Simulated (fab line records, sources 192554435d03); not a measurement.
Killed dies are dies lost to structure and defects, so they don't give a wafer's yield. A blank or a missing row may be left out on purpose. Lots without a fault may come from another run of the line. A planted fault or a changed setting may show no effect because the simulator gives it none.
Chamber matching | flow n5_finfet | N5_MIM_TOP_ETCH_PECVD_03 on pecvd-04: 3 sister chambers
The step deposits SiNx from SiH4/NH3/N2, target thk 20 nm, time 17.6 s. 20 wafers are shown with their chamber, then 10 later ones without.

WAFERS WITH THEIR CHAMBER
wafer  | chamber | showerhead_plenum_p_Torr (Torr) | showerhead_vpp_V (V) | throttle_valve_pct (%)
L074.1 | 0       | 5.05                            | 1063                 | 40.4
L074.4 | 0       | 5.06                            | 1062                 | 40.4
L074.6 | 1       | 5.23                            | 1074                 | 39.2
L076.2 | 1       | 5.24                            | 1092                 | 39.3
L076.3 | 2       | 5.16                            | 1161                 | 38.3
L076.4 | 0       | 5.07                            | 1061                 | 40.3
L077.2 | 2       | 5.16                            | 1184                 | 38.5
L077.3 | 1       | 5.24                            | 1094                 | 38.9
L077.5 | 1       | 5.24                            | 1093                 | 39.4
L079.3 | 0       | 5.05                            | 1062                 | 40.4
L079.4 | 0       | 5.08                            | 1056                 | 40.6
L079.5 | 1       | 5.24                            | 1086                 | 39.1
L086.1 | 0       | 5.04                            | 1062                 | 40.4
L086.2 | 2       | 5.15                            | 1178                 | 38.7
L086.4 | 0       | 5.07                            | 1060                 | 40.7
L085.3 | 0       | 5.06                            | 1074                 | 40.5
L085.4 | 0       | 5.05                            | 1075                 | 40.5
L085.5 | 2       | 5.14                            | 1181                 | 38.9
L089.1 | 0       | 5.07                            | 1067                 | 40.2
L089.2 | 1       | 5.23                            | 1093                 | 39.0

SIGNATURES (means of the wafers above)
reading                  | chamber 0 | chamber 1 | chamber 2 | scatter within a chamber
showerhead_plenum_p_Torr | 5.0600    | 5.2367    | 5.1525    | 0.0103
showerhead_vpp_V         | 1064.20   | 1088.67   | 1176.00   | 7.47
throttle_valve_pct       | 40.440    | 39.150    | 38.600    | 0.181
Rule: a wafer's distance from a chamber is the root of the sum, over the readings, of the square of ((its reading less the chamber's mean) divided by the reading's scatter). The wafer belongs to the nearest chamber; if the next one is less than 2 further off, it can't be placed. The scatter: the root of (the sum of the squares of (reading less its chamber's mean) over the shown wafers, divided by (wafers less chambers)).

WAFERS WITHOUT THEIR CHAMBER
wafer  | showerhead_plenum_p_Torr (Torr) | showerhead_vpp_V (V) | throttle_valve_pct (%)
L089.6 | 5.25                            | 1096                 | 39.3
L090.1 | 5.15                            | 1196                 | 39.2
L090.4 | 5.05                            | 1049                 | 40.4
L090.5 | 5.24                            | 1098                 | 39.0
L091.3 | 5.24                            | 1079                 | 39.2
L091.4 | 5.06                            | 1063                 | 40.6
L091.5 | 5.23                            | 1083                 | 39.1
L097.1 | 5.16                            | 1175                 | 39.2
L097.2 | 5.24                            | 1097                 | 39.3
L097.5 | 5.05                            | 1064                 | 40.6

WHICH CHAMBER EACH WENT THROUGH
wafer  | from the rows above | in truth
L089.6 | 1                   | 1
L090.1 | 2                   | 2
L090.4 | 0                   | 0
L090.5 | 1                   | 1
L091.3 | 1                   | 1
L091.4 | 0                   | 0
L091.5 | 1                   | 1
L097.1 | 2                   | 2
L097.2 | 1                   | 1
L097.5 | 0                   | 0
Placed correctly: 10 of 10. Can't be placed from these rows: 0. Placed wrongly: 0.
